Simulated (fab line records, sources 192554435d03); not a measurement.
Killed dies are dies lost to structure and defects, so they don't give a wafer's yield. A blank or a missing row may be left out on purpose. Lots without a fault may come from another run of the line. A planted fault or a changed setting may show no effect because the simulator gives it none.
Chamber matching | flow n5_finfet | N5_BEOL_M3_DEP_57 on pecvd-04: 3 sister chambers
The step deposits SiCN from 3MS/NH3, target thk 8 nm, time 14 s. 6 wafers are shown with their chamber, then 12 later ones without.

WAFERS WITH THEIR CHAMBER
wafer  | chamber | showerhead_plenum_p_Torr (Torr) | throttle_valve_pct (%)
L086.1 | 2       | 3.653                           | 8.3
L086.5 | 2       | 3.644                           | 8.3
L086.6 | 0       | 3.685                           | 9.0
L089.2 | 1       | 3.661                           | 8.9
L089.5 | 1       | 3.653                           | 9.2
L089.6 | 0       | 3.684                           | 8.9

WAFERS WITHOUT THEIR CHAMBER
wafer  | showerhead_plenum_p_Torr (Torr) | throttle_valve_pct (%)
L090.1 | 3.661                           | 9.2
L090.3 | 3.682                           | 8.9
L090.4 | 3.673                           | 9.2
L092.1 | 3.690                           | 9.2
L092.4 | 3.653                           | 9.1
L092.6 | 3.650                           | 8.5
L094.1 | 3.663                           | 8.3
L094.5 | 3.659                           | 9.1
L094.6 | 3.684                           | 9.4
L097.2 | 3.661                           | 9.2
L097.3 | 3.649                           | 8.5
L097.5 | 3.655                           | 9.2

WHICH CHAMBER EACH WENT THROUGH
wafer  | from the rows above     | in truth
L090.1 | 1                       | 1
L090.3 | 0                       | 0
L090.4 | can't be placed: 0 or 1 | 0
L092.1 | 0                       | 0
L092.4 | 1                       | 1
L092.6 | 2                       | 2
L094.1 | 2                       | 2
L094.5 | 1                       | 1
L094.6 | 0                       | 0
L097.2 | 1                       | 1
L097.3 | 2                       | 2
L097.5 | 1                       | 1
Placed correctly: 11 of 12. Can't be placed from these rows: 1 (the true chamber is among the candidates in 1). Placed wrongly: 0.
How it was worked out, from the rows above alone: a wafer's distance from a chamber is the root of the sum, over the readings, of the square of ((its reading less the chamber's mean) divided by the reading's scatter). The wafer belongs to the nearest chamber; if the next one is less than 2 further off, it can't be placed. A chamber's mean is the mean of its shown wafers. The scatter: the root of (the sum of the squares of (reading less its chamber's mean) over the shown wafers, divided by (wafers less chambers)).
